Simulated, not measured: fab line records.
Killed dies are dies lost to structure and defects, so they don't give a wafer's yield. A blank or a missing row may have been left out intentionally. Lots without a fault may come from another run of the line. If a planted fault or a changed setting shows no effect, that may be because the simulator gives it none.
What tool caused it?	flow nandHarc	12 lots, 36 wafers sampled, at 5 steps of a route of 1159

WHAT THE GAUGES SHOWED, per wafer
NHARC_END_SORT_01.
lot	measured	on	killedAtArray	killedAtOther	killedAtPeriphery	killedDies	killedOpen	killedShort
L557	day 20 09:55	prober-01	31 40 27	0 1 0	4 3 2	35 44 29	3 2 2	4 1 3
L559	day 20 18:31	prober-01	42 33 38	0 0 1	1 5 3	43 38 42	2 5 3	4 1 4
L568	day 23 13:26	prober-01	19 35 22	0 0 0	2 3 2	21 38 24	1 4 2	1 0 2
L571	day 24 02:54	prober-01	45 40 48	0 0 0	0 0 0	45 40 48	2 1 6	3 1 0

EACH LOT AND THE TOOL THAT RAN IT (in order: tool; ch and the chambers of the sampled wafers; start)
lot	NHARC_A_CONTACT_DEP_85	NHARC_A_CONTACT_ETCH_88	NHARC_A_CONTACT_ETCH_30	NHARC_A_CONTACT_ETCH_139
L553	pecvd-04 ch 0,1,2, day 16 15:13	rieDiel-05 ch 0,2,3, day 16 16:07	rieDiel-05 ch 0,2,3, day 16 17:43 or earlier	harCapEtch-02 ch 0,1, day 16 17:43
L554	pecvd-01 ch 0,1, day 17 00:41	rieDiel-08 ch 0,2,3, day 17 01:34	rieDiel-08 ch 0,1,3, day 17 03:13 or earlier	harCapEtch-02 ch 0,1, day 17 03:13
L557	pecvd-01 ch 0,1, day 17 11:41	rieDiel-05 ch 0,1, day 17 12:31	rieDiel-05 ch 1,2,3, day 17 14:09 or earlier	harCapEtch-01 ch 0,1, day 17 14:09
L559	pecvd-01 ch 1,2, day 18 03:11	rieDiel-05 ch 0,1,2, day 18 04:10	rieDiel-05 ch 0,2,3, day 18 05:49 or earlier	harCapEtch-03 ch 0,1, day 18 05:49
L565	pecvd-02 ch 1,2, day 19 23:39	rieDiel-11 ch 0,3, day 20 00:37	rieDiel-11 ch 1,2,3, day 20 02:23 or earlier	harCapEtch-03 ch 0,1, day 20 02:23
L569	pecvd-01 ch 0,1,2, day 20 12:51	rieDiel-11 ch 0,1,3, day 20 13:49	rieDiel-11 ch 1,2, day 20 15:29 or earlier	harCapEtch-01 ch 0,1, day 20 15:29
L568	pecvd-02 ch 0,1, day 20 14:11	rieDiel-11 ch 0,2,3, day 20 15:03	rieDiel-11 ch 0,2,3, day 20 16:52 or earlier	harCapEtch-03 ch 0,1, day 20 16:52
L572	pecvd-02 ch 1,2, day 21 13:25	rieDiel-05 ch 1,2,3, day 21 14:22	rieDiel-05 ch 0,2, day 21 16:04 or earlier	harCapEtch-03 ch 0,1, day 21 16:04
L571	pecvd-02 ch 0,2, day 21 17:55	rieDiel-05 ch 0,1, day 21 19:01	rieDiel-05 ch 0,1,2, day 21 20:49 or earlier	harCapEtch-02 ch 0,1, day 21 20:49
L573	pecvd-04 ch 0,1, day 22 00:28	rieDiel-08 ch 0,1,2, day 22 01:40	rieDiel-08 ch 1,2,3, day 22 03:56 or earlier	harCapEtch-01 ch 0,1, day 22 03:56
L576	pecvd-01 ch 0,1,2, day 22 13:42	rieDiel-08 ch 1,2,3, day 22 14:40	rieDiel-08 ch 0,1,2, day 22 16:15 or earlier	harCapEtch-03 ch 0,1, day 22 16:15
L574	pecvd-01 ch 0,2, day 22 19:05	rieDiel-11 ch 1,2, day 22 20:16	rieDiel-11 ch 0,1,2, day 22 22:03 or earlier	harCapEtch-03 ch 0,1, day 22 22:03
- NHARC_A_CONTACT_DEP_85: deposits SiON, target thk 50 nm.
- NHARC_A_CONTACT_ETCH_88: etches the open film in CF4, target depth 39 nm, time 65 s.
- NHARC_A_CONTACT_ETCH_30: etches the open film in CF4/CHF3, target depth 60.5 nm, time 30.2 s.
- NHARC_A_CONTACT_ETCH_139: etches the open film in C4F8/O2/Ar, time 137 s, target depth 590 nm.

WHAT THE TOOLS THEMSELVES READ (means of the sampled wafers that have a number; where no wafer has one, the mark that the record gives instead)
NHARC_A_CONTACT_DEP_85.
lot	tool	heaterPowerW (W)
L553	pecvd-04	708
L554	pecvd-01	856
L557	pecvd-01	852
L559	pecvd-01	708
L565	pecvd-02	646
L569	pecvd-01	790
L568	pecvd-02	741
L572	pecvd-02	679
L571	pecvd-02	660
L573	pecvd-04	673
L576	pecvd-01	758
L574	pecvd-01	721

NHARC_A_CONTACT_ETCH_88.
lot	tool	cf4FlowSccm (sccm)	drypumpMotorCurrentA (A)	oesProductAu (a.u.)	rfVppV (V)	runLengthS (s)	showerheadPlenumPTorr (Torr)	throttleValvePct (%)
L553	rieDiel-05	150.1	6.2	1.004	152.4	86.1	1.84	13.281
L554	rieDiel-08	150.1	5.7	0.998	152.3	86.3	1.80	13.280
L557	rieDiel-05	150.2	6.0	1.011	153.2	70.3	1.85	13.285
L559	rieDiel-05	150.0	5.9	0.998	152.0	70.2	1.84	13.281
L565	rieDiel-11	150.3	6.3	1.008	150.1	87.0	1.70	13.285
L569	rieDiel-11	150.0	6.2	1.002	151.7	86.7	1.75	13.280
L568	rieDiel-11	149.5	6.1	1.002	150.8	86.6	1.73	13.283
L572	rieDiel-05	149.6	5.8	1.003	151.8	86.1	1.84	13.291
L571	rieDiel-05	150.1	5.6	1.003	152.3	86.1	1.84	13.281
L573	rieDiel-08	150.2	5.7	0.988	152.3	86.2	1.86	13.282
L576	rieDiel-08	149.6	5.5	1.001	152.0	86.0	1.82	13.291
L574	rieDiel-11	149.5	5.9	1.004	151.6	86.2	1.76	13.285

NHARC_A_CONTACT_ETCH_30.
lot	tool	cf4FlowSccm (sccm)	drypumpMotorCurrentA (A)	oesProductAu (a.u.)	rfVppV (V)	runLengthS (s)	showerheadPlenumPTorr (Torr)	throttleValvePct (%)
L553	rieDiel-05	99.85	6.1	0.933	372.3	51.2	1.64	16.801
L554	rieDiel-08	100.16	5.8	0.926	368.3	51.0	1.53	16.800
L557	rieDiel-05	100.01	5.8	0.928	372.8	51.3	1.64	16.799
L559	rieDiel-05	99.97	6.1	0.931	372.3	51.3	1.64	16.806
L565	rieDiel-11	100.19	6.1	0.939	369.5	51.9	1.54	16.804
L569	rieDiel-11	99.87	5.9	0.928	371.5	51.7	1.57	16.805
L568	rieDiel-11	99.92	6.1	0.930	369.2	52.0	1.53	16.806
L572	rieDiel-05	99.83	6.2	0.923	372.3	51.5	1.62	16.809
L571	rieDiel-05	100.33	5.9	0.927	372.7	51.5	1.63	16.805
L573	rieDiel-08	100.18	5.5	0.930	372.1	51.1	1.62	16.805
L576	rieDiel-08	100.15	5.7	0.930	372.6	51.4	1.66	16.803
L574	rieDiel-11	100.09	6.0	0.928	370.7	52.0	1.58	16.810

NHARC_A_CONTACT_ETCH_139.
lot	tool	oesAirLineAu (a.u.)	runLengthS (s)
L553	harCapEtch-02	1.015	167.7
L554	harCapEtch-02	1.013	167.8
L557	harCapEtch-01	0.972	168.4
L559	harCapEtch-03	0.991	168.4
L565	harCapEtch-03	0.995	168.6
L569	harCapEtch-01	1.007	168.8
L568	harCapEtch-03	1.004	168.6
L572	harCapEtch-03	0.989	168.4
L571	harCapEtch-02	0.992	167.5
L573	harCapEtch-01	0.997	168.7
L576	harCapEtch-03	1.005	168.5
L574	harCapEtch-03	0.978	168.7

THE ANSWER, worked out from the rows above alone
Rule: the usual values come from the lots themselves. The widest of any qualifying gaps counts: lots, ordered by their means at a reading, are off when they make up no more than a third of the lots, leave a main group of 4 or more, and stand apart from it by 3 or more times the standard deviation of that group's means. The tables above print the reading to a certain number of digits; a main group whose means all agree to those digits is not used. A lot without any number at a reading at which 4 lots or more have one is off too. The other lots that the step has rows for count as sound. The gauges are gone through in route order, then the tools' own readings, and for those a lot's mean is taken as printed above. At the first step where some lot is off, the reading lying furthest off is the one used; lots without a number count as furthest.
Off: L557, L559 (NHARC_A_CONTACT_ETCH_88, runLengthS). The main group: mean 86.3 s, standard deviation 0.31.
If a tool, at that step or one of the process steps before it, ran each lot that is off and ran no sound lot following the first of them, it fits. Of those tried, none fits.

WHAT THE SIMULATOR HAD PUT IN
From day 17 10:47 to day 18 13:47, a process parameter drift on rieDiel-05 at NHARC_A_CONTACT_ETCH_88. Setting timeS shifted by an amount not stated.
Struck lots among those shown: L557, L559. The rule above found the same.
